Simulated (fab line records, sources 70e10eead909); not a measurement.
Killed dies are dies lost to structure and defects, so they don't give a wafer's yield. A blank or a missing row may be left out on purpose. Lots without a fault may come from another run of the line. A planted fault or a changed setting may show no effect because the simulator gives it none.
A struck lot beside a sound one | flow nand_harc | 14 steps out of a route of 1159
Sound: wafers L238.4, L238.5, L238.6. Struck: wafers L249.2, L249.3, L249.4. The cause comes at the end.
At each step with rows: each side's tool, then ch and its chambers, then its first start. Under that, the readings that differ: sound wafers | struck wafers | difference of the means | sigmas: that difference in standard deviations of wafers without a fault.
alike: readings whose means differ by less than 2 such deviations, and words and numbers that are the same on both sides. not compared: withheld readings, readings that some wafer has no value for, bounds like >300 that may hide the same value, and numbers for which the record gives no deviation and whose values overlap.
The two part at a step that has a row with sigmas, a row that says differs or no value, or rows on one side only. Numbers that don't overlap but have no deviation are shown without sigmas and don't part them. A reading that every wafer of one side lacks parts them only if that side has two wafers or more.

NHARC_A_M1_CD_MEAS_09: target cd 120 nm.
  sound on cd_sem-02 ch 0, day 18 07:51; struck on cd_sem-03 ch 0, day 20 15:59
  alike: cd_nm
NHARC_A_M1_OVL_MEAS_10: pitch 240 nm.
  sound on overlay-01, day 18 07:56; struck on overlay-02, day 20 16:05
  alike: overlay_x_nm, overlay_y_nm
NHARC_A_M1_INSPECT_11:
  sound on defect_inspect-01, day 18 07:58; struck on defect_inspect-02, day 20 16:07
  alike: raw_defect_count
NHARC_A_M1_DESCUM_14: chemistry O2, time 3 s.
  sound on rie_diel-03 ch 0,1,2, day 18 08:04; struck on rie_diel-08 ch 0,2,3, day 20 16:10
  reading                | sound | struck | difference                   | sigmas
  rf_hours_counter_h (h) | - - - | 10 9 9 | no value on the sound wafers |
  alike: drypump_motor_current_A, oes_product_au, rf_vpp_V, showerhead_plenum_p_Torr, throttle_valve_pct
NHARC_A_M1_ETCH_35: etches the open film in N2/H2, target depth 40 nm, overetch 12 nm, time 43.94 s.
  sound on rie_diel-03 ch 0,1,2, day 18 08:09; struck on rie_diel-08 ch 1,2,3, day 20 16:16
  reading                | sound | struck | difference                   | sigmas
  rf_hours_counter_h (h) | - - - | 9 9 10 | no value on the sound wafers |
  alike: drypump_motor_current_A, oes_product_au, rf_vpp_V, showerhead_plenum_p_Torr, throttle_valve_pct
then, 1 step without rows for these wafers: NHARC_A_M1_ETCH_15 (etches the open film in C4F8/Ar, target depth 182.5 nm, time 91.2 s).
NHARC_A_M1_CD_MEAS_16:
  sound on cd_sem-03, day 18 08:23; struck on cd_sem-03, day 20 16:29
  alike: cd_nm
NHARC_A_M1_STRIP_18: strips in N2/H2.
  sound on rie_diel-04 ch 0,1,2, day 18 08:32; struck on rie_diel-03 ch 0,2,3, day 20 16:35
  alike: drypump_motor_current_A, oes_product_au, rf_vpp_V, showerhead_plenum_p_Torr, throttle_valve_pct
  not compared: rf_hours_counter_h
then, 2 steps without rows for these wafers: NHARC_A_M1_ETCH_28 (etches the open film in CF4/N2, target depth 30 nm, time 72.99 s); NHARC_A_M1_STRIP_19 (strips in post etch residue remover, time 600 s).
NHARC_A_M1_DEGAS_29: time 60 s.
  sound on pvd_sputter-02, day 18 09:08; struck on pvd_sputter-02, day 20 17:12
  alike: heater_power_w
NHARC_A_M1_PRE_CLEAN_30: time 30 s.
  sound on pvd_sputter-02; struck on pvd_sputter-02
  alike: heater_power_w
NHARC_A_M1_PVD_20: deposits TaN, target thk 5 nm, time 8.06 s.
  sound on pvd_sputter-02, day 18 09:15; struck on pvd_sputter-02, day 20 17:20
  no value came back on the struck wafers for bias_v (V), cathode_dc_power_W (W), throttle_valve_pct (%); on the sound wafers bias_v (V) reads 166.4 170.0 165.2
then, 1 step without rows for these wafers: NHARC_A_M1_PVD_21 (deposits Cu, target thk 30 nm, time 20.49 s).

WHERE THEY PART
First at NHARC_A_M1_DESCUM_14; last, within this record, at NHARC_A_M1_PVD_20.

WHY: what the simulator had put in
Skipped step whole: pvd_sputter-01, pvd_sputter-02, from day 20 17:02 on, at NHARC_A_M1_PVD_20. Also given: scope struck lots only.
